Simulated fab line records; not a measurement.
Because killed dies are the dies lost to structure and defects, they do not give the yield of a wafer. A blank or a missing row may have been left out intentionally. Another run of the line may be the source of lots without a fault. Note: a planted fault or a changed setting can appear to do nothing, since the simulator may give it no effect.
Lot-split experiment -- flow n5_finfet -- on a route of 1938 steps: 7 lots, 21 wafers read

## THE SPLIT ITSELF
At N5_BEOL_M13_SPUTTER_43 (material TaN, target thk 15 nm, time 24.19 s), the setting time_s was moved away from the recipe's 24.19 s on 5 of the 21 wafers read, by -7.1% to +9.6%. This setting was run at the recipe's value on the other wafers.

The split's own step is where the reading is taken.

## THE READING
TaN_of_BEOL_M13_SPUTTER_43.thk_nm (the simulator's own value, which no gauge read), in nm, at N5_BEOL_M13_SPUTTER_43 (material TaN, target thk 15 nm, time 24.19 s). The file gives no usual value for it. The 16 wafers here that ran the recipe average 14.9 nm, standard deviation 0.15 nm.

wafer,"tool, chamber at the split","time_s as run, s",against the recipe,"TaN_of_BEOL_M13_SPUTTER_43.thk_nm, nm",against lot-mates on the recipe
L080.2,"pvd_sputter-03, -",22.48,-7.1%,14,-1.0
L080.3,"pvd_sputter-03, -",22.48,-7.1%,13.8,-1.2
L080.4,"pvd_sputter-03, -",24.19,recipe,15,-
L084.1,"pvd_sputter-02, -",24.19,recipe,14.8,-
L084.3,"pvd_sputter-02, -",24.19,recipe,15,-
L084.4,"pvd_sputter-02, -",24.19,recipe,15,-
L091.2,"pvd_sputter-01, -",24.19,recipe,15,-
L091.4,"pvd_sputter-01, -",24.19,recipe,15,-
L091.6,"pvd_sputter-01, -",24.19,recipe,15,-
L093.1,"pvd_sputter-01, -",24.19,recipe,14.8,-
L093.5,"pvd_sputter-01, -",24.19,recipe,14.8,-
L093.3,"pvd_sputter-01, -",24.19,recipe,14.6,-
L095.1,"pvd_sputter-01, -",24.19,recipe,15,-
L095.3,"pvd_sputter-01, -",24.19,recipe,15,-
L095.6,"pvd_sputter-01, -",26.51,+9.6%,16.2,+1.2
L096.1,"pvd_sputter-01, -",25.19,+4.1%,15.8,+1.0
L096.4,"pvd_sputter-01, -",25.19,+4.1%,15.8,+1.0
L096.2,"pvd_sputter-01, -",24.19,recipe,14.8,-
L097.1,"pvd_sputter-02, -",24.19,recipe,15.2,-
L097.3,"pvd_sputter-02, -",24.19,recipe,15.2,-
L097.2,"pvd_sputter-02, -",24.19,recipe,15,-

THE FIT
A straight line over all 21 wafers: TaN_of_BEOL_M13_SPUTTER_43.thk_nm changes by +0.15 nm for each +1% of time_s; r = +0.95; the points scatter about the line by 0.17 nm.
The same after taking each lot's own level away (the mean of its wafers on the recipe; 21 wafers): +0.156 nm for each +1%; r = +0.96; scatter 0.15 nm.
According to that fit, moving time_s by its largest amount changes the reading by 1.5 nm.
From 14.73 to 15.13 nm: that is the span of the lots' own levels, equal to 2.7 times the standard deviation above.
The two slopes are in agreement: the lot-to-lot level therefore moves the slope only a little.
Check: with one of the wafers moved furthest among these (+9.6%) left out of the fit, the line predicts +1.76 nm for it against its lot-mates. It came out at +1.2 nm against them.

## FURTHER SPLITS ON THESE WAFERS
Other splits were also applied to these wafers ahead of the reading. Each is held against what the fit with the lots' levels taken away leaves over:
other split on the same wafers,wafers away from the commonest value,r with TaN_of_BEOL_M13_SPUTTER_43.thk_nm (lot level and that fit taken away)
N5_BEOL_M13_ILD_DEP_00 time_s,3,+0.48
N5_BEOL_M13_COAT_04 spin_rpm,6,+0.24

## THE FILE'S OWN FIT
TaN_of_BEOL_M13_SPUTTER_43.thk_nm changes by +0.147 nm for each +1% of time_s, r = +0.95.
